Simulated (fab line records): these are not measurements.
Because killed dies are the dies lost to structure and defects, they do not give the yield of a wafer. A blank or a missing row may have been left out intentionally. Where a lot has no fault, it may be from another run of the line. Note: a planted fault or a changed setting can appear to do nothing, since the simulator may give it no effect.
Problem report, 8D (eight disciplines) form, completed by code -- flow nand-harc -- the parts of the form that need people (team, actions taken, sign-off) are left out

== 1. WHAT WENT WRONG ==
Wafers without a fault read 90.1 nm, standard deviation 0.65; cd-nm at NHARC_P_M0_CD_MEAS_09 reads a mean of 78.5 nm on 6 wafers belonging to 2 lots. That puts it -18 standard deviations away from the usual mean.
The step: target cd 90 nm.
The first sign was on wafer L417.1 at day 9 03:30, on cd-sem-01. Wafers with a number at this step in the record: 42, from 14 lots. By rule, "out" or "out of limits" means more than 4 standard deviations away from the usual mean. The other wafers with a number count as sound.

== 2. WHAT IT IS, WHAT IT ISN'T ==
question,is,is not
which readings at this step,cd-nm,-
which lots,"L417, L419","L411, L412, L413, L416, L426, L427, L428, L429, L430, L431, L432, L433"
which wafers of those lots,all that have a number,-
read on which gauges,"cd-sem-01, cd-sem-03",cd-sem-02
when,from day 9 03:30,"up to then (12 sound wafers); but 24 sound wafers of L426, L427, L428, L429, L430, L431, L432, L433 came after"

== 3. THE SUSPECTS, EACH WITH WHAT RULES IT OUT ==
Counting: any tool at a process step up to the reading is kept as a suspect provided that every lot that is out went through it and no sound lot did after the first of them.
- the gauge at NHARC_P_M0_CD_MEAS_09 is ruled out. Those wafers that are out were read across 2 gauges (cd-sem-01, cd-sem-03).
- litho-track-01 at NHARC_P_M0_PEB_07 (peb time 65 s): ruled out as a lasting fault. The sound lots L429 went through it after L417, its earliest lot that is out (day 9 03:25).
Left after counting: nothing in the record.

== 4. THE CAUSE (what the simulator had put in) ==
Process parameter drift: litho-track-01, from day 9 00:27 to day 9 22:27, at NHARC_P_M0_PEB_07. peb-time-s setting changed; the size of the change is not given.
The count ruled it out by mistake, since the rule takes a fault to strike every lot its tool runs from the start of the fault on, and this one did not do so.

== 5. SEQUENCE OF EFFECTS, ordered by route ==
One row per reading whose mean, taken over the struck wafers that have a number, lies over 3 standard deviations from the usual. Readings are gone through only where the record gives a usual standard deviation; hours: the median, over the lots, of the time from a lot's start at the first step in this table giving one to that lot's start at this step; sigmas: the change measured in usual standard deviations.
hours,step,reading,usual,on struck wafers,change,sigmas
0,NHARC_P_M0_PEB_07,heater-power-total-W,156.6 W,185.4,+28.8,+70
0,NHARC_P_M0_CD_MEAS_09,cd-nm,90.1 nm,78.5,-11.6,-18
Process steps it contains:
- NHARC_P_M0_PEB_07: peb time 65 s.

== 6. WHAT WOULD HAVE CAUGHT IT SOONER ==
Counted from the fault's start at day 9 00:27, it took 3 hours until the first out-of-limits reading at a measuring or inspecting step in this record, taken at day 9 03:30.
At NHARC_P_M0_PEB_07, the tool's own readings (heater-power-total-W) were out on each struck wafer the step has a row for, so an alarm limit on them would have fired on the first such wafer.
